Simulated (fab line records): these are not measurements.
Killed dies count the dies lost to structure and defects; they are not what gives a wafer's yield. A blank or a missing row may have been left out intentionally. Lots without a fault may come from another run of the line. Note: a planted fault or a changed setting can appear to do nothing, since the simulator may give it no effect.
Comparing a struck lot with a sound one + flow n5 finfet + 15 out of 1938 route steps
Sound: these wafers, L815.3, L815.4, L815.6. Struck: wafers L819.4, L819.5. (L819.1 of the same lot was not struck and is left out.) The cause comes at the end.
At each step with rows: each side's tool, then ch and its chambers, then its first start. Under that, the readings that differ: sound wafers + struck wafers + difference of the means + sigmas: that difference in standard deviations of wafers without a fault.
alike: a reading whose means differ by less than 2 such deviations, as well as words and numbers matching on both sides. not compared: withheld readings; readings where some wafer has no value; bounds like >300 that might hide an equal value; numbers whose values overlap and for which the record gives no deviation.
The two part at a step that has a row with sigmas, a row that says differs or no value, or rows on one side only. Numbers that have no deviation but don't overlap get no sigmas and don't part them. A reading that every wafer of one side lacks parts them only if that side has two wafers or more.

N5_HKMG_FIN_ETCH_86: etches SOC in N2/H2, stops on TiN, target depth 393.2 nm.
  sound on rie diel-03 ch 0,1,2, day 5 12:07; struck on rie diel-03 ch 3, day 6 07:26
| reading      | sound             | struck      | difference | sigmas |
|--------------|-------------------|-------------|------------|--------|
| rf vpp V (V) | 243.0 241.2 241.2 | 238.7 239.0 | -2.9       | -2     |
  alike: drypump motor current A, oes product au, rf fwd power W, showerhead plenum p Torr, throttle valve pct
  not compared: rf hours counter h
then, 2 steps without rows for these wafers: N5_HKMG_FIN_STRIP_89 (strips SOC in N2/H2, time 20 s); N5_HKMG_FIN_WET_ETCH_87 (etches TiN in SC1, time 154.2 s, target depth 4.7 nm, rinse time 30 s).
N5_HKMG_FIN_STRIP_88: strips in N2/H2, time 360 s.
  sound on plasma asher-02 ch 0,1, day 5 12:29; struck on plasma asher-01 ch 0,1, day 6 07:41
  alike: drypump motor current A, heater power w
  not compared: rf hours counter h
then, 1 step without rows for these wafers: N5_HKMG_FIN_NWFM_ALD_20 (deposits TiAlC, target thk 2 nm, pulse time 3 s, purge time 2 s).
N5_HKMG_FIN_ALD_71: deposits TiN, target thk 1 nm, pulse time 1 s, purge time 3 s.
  sound on ald metal-01 ch 0,2,3, day 5 12:52; struck on ald metal-01 ch 2,3, day 6 08:10
  alike: heater power w, precursor pulse height rel
  not compared: ald cycles
then, 4 steps without rows for these wafers: N5_HKMG_FIN_COAT_66 (time 60 s, resist thk 300 nm); N5_HKMG_FIN_ETCH_67 (etches SOC in N2/H2, stops on TiN, target depth 388.9 nm); N5_HKMG_FIN_STRIP_90 (strips SOC in N2/H2, time 20 s); N5_HKMG_FIN_WET_ETCH_73 (etches the open film in SC1, time 42.3 s, target depth 1.3 nm, rinse time 30 s).
N5_HKMG_FIN_ETCHBACK_68: etches the open film in Cl2/Ar, stops on HfO2, target depth 0.5 nm.
  sound on rie metal-03 ch 0,1, day 5 13:28; struck on rie metal-01 ch 0, day 6 08:56
  alike: drypump motor current A, oes product au, rf fwd power W, throttle valve pct
  not compared: rf hours counter h
N5_HKMG_FIN_STRIP_69: strips in N2/H2, time 360 s.
  sound on plasma asher-02 ch 0,1, day 5 13:41; struck on plasma asher-02 ch 0, day 6 09:04
  alike: drypump motor current A, heater power w
  not compared: rf hours counter h
N5_HKMG_FIN_ALD_21: deposits TiN, target thk 1.5 nm, pulse time 1 s, purge time 3 s.
  sound on ald metal-01 ch 0,1,2, day 5 13:56; struck on ald metal-01 ch 0,3, day 6 09:27
| reading                                  | sound       | struck | difference | sigmas |
|------------------------------------------|-------------|--------|------------|--------|
| ald cycles                               | 68 68 68    | 48 48  | -20        |        |
| model.TiN_of_HKMG_FIN_ALD_21.thk nm (nm) | 1.4 1.4 1.4 | 1 1    | +0         |        |
  alike: heater power w, precursor pulse height rel
then, 1 step without rows for these wafers: N5_HKMG_FIN_ALD_72 (deposits W, target thk 2 nm, pulse time 1 s, purge time 2 s).
-- the record jumps here: 8 days lie between the struck wafers' starts before and after (it left off in module HKMG_FIN and takes up again in module PASSIVATION, whose first step shown is number 1936 of the route) --
N5_PASSIVATION_PROBE_49:
  record: rows for the struck wafers here (prober-02, day 14 13:11), none for the sound ones

WHERE THEY PART
At N5_HKMG_FIN_ETCH_86 first; at N5_PASSIVATION_PROBE_49 last (within this record only).

WHY: whatever the simulator had introduced
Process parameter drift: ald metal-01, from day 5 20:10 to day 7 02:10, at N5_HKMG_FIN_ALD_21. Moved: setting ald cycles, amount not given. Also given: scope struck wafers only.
